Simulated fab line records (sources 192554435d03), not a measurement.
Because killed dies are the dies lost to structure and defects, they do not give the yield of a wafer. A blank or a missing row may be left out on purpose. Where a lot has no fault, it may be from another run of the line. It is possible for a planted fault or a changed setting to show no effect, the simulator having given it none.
Matching of chambers    flow n5_finfet    N5_GATE_CUT_SAC_CAP_01 on ald_sin-03: 4 sister chambers
The step material SiNx, target thk 24 nm, pulse time 1 s, ald cycles 480. 8 wafers are shown with their chamber, then 9 later ones without.

== WAFERS PAIRED WITH THEIR CHAMBERS ==
wafer   chamber  heater_power_outer_w (W)  heater_power_w (W)
L084.4  2        543                       898
L084.5  3        466                       800
L085.1  0        413                       736
L085.3  2        550                       941
L085.6  1        568                       920
L087.3  0        396                       716
L087.4  3        469                       810
L087.5  1        546                       903

== WAFERS MISSING THEIR CHAMBER ==
wafer   heater_power_outer_w (W)  heater_power_w (W)
L090.1  558                       892
L090.2  561                       931
L090.6  549                       955
L095.1  553                       905
L095.2  542                       935
L095.3  416                       729
L095.4  464                       815
L095.5  546                       933
L095.6  418                       735

== THE CHAMBER EACH PASSED THROUGH ==
wafer   from the rows above      in truth
L090.1  can't be placed: 1 or 2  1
L090.2  can't be placed: 1 or 2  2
L090.6  can't be placed: 2 or 1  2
L095.1  can't be placed: 1 or 2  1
L095.2  can't be placed: 2 or 1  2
L095.3  0                        0
L095.4  3                        3
L095.5  can't be placed: 2 or 1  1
L095.6  0                        0
Correctly placed: 3 of 9. Can't be placed from these rows: 6 (the true chamber is among the candidates in 6). Number placed wrongly: 0.
How it was worked out, from the rows above alone: a wafer's distance from a chamber is the root of the sum, over the readings, of the square of ((its reading less the chamber's mean) divided by the reading's scatter). The wafer belongs to the nearest chamber; if the next one is less than 2 further off, it can't be placed. Each chamber's mean is taken over the wafers shown for it. The scatter is the square root of a quotient: the sum, over the shown wafers, of each reading's squared deviation from its chamber's mean, divided by wafers minus chambers.
